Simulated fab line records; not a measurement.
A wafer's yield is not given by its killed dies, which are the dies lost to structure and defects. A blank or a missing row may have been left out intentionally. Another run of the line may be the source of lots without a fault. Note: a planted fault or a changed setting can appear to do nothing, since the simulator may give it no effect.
The same fault as seen by 2 desks	flow n5_finfet	numbers are kept per desk, each desk with only its own; the story behind them comes last

THE METROLOGY DESK
What the gauges read, lot by lot, whatever tool the lot ran on: means of the sampled wafers that have a number. Any lot whose mean is over 4 standard deviations away from the usual mean is out of limits and marked OUT; that distance is given in the brackets. Shown here are 7 of its 12 readings, the ones lying furthest out on some lot.
Columns: A = DIBL_N at N5_BEOL_M4_RC_MEAS_101, usual 36.2 mV/V; B = DIBL_P at N5_BEOL_M4_RC_MEAS_101, usual 36.1 mV/V; C = IOFF_N at N5_BEOL_M4_RC_MEAS_101, usual 0.16 nA/um; D = IOFF_P at N5_BEOL_M4_RC_MEAS_101, usual 0.22 nA/um; E = ION_N at N5_BEOL_M4_RC_MEAS_101, usual 672 uA/um; F = VT_N at N5_BEOL_M4_RC_MEAS_101, usual 250 mV; G = VT_P at N5_BEOL_M4_RC_MEAS_101, usual -250 mV
lot	first seen here	A	B	C	D	E	F	G
L336	day 4 23:33	36.5	36.4	0.19	0.25	678	247	-245
L337	day 5 06:33	38.5	39.5	0.18	0.28	668	248	-245
L340	day 6 02:34	36.7	36.6	0.19	0.25	688	247	-245
L343	day 6 20:20	38.1	38.7	0.21	0.26	683	245	-246
L348	day 8 01:34	37.7	35.5	0.16	0.22	666	249	-249
L351	day 8 17:00	35.2	36.2	0.14	0.20	671	251	-251
This desk's verdict: no lot among the 6 shows anything out of limits.

TOOL OWNER'S DESK, rie_si-05
The tool's own readings at N5_DUMMY_GATE_ETCH_44 (etches poly-Si in HBr/O2, stops on SiO2, target depth 127.5 nm): means of the sampled wafers that have a number, for each lot that ran on this tool. Any lot whose mean is over 4 standard deviations away from the usual mean is out of limits and marked OUT; that distance is given in the brackets.
Columns: A = drypump_motor_current_A at N5_DUMMY_GATE_ETCH_44, usual 5.7 A; B = he_backside_leak_sccm at N5_DUMMY_GATE_ETCH_44, usual 2.73 sccm; C = oes_product_au at N5_DUMMY_GATE_ETCH_44, usual 0.729 a.u.; D = throttle_valve_pct at N5_DUMMY_GATE_ETCH_44, usual 18.59 %
lot	first seen here	A	B	C	D
L336	day 4 23:56	6.0	2.75	0.737	18.51
L337	day 5 06:59	5.9	2.87	0.743	18.29
L351	day 8 17:23	5.8	2.96	0.729	18.20
This desk's verdict: no lot among the 3 shows anything out of limits.

TAKEN TOGETHER
Metrology desk: nothing out of limits seen.
The desk of the tool owner found nothing out of limits.

WHAT HAD BEEN PUT IN BY THE SIMULATOR
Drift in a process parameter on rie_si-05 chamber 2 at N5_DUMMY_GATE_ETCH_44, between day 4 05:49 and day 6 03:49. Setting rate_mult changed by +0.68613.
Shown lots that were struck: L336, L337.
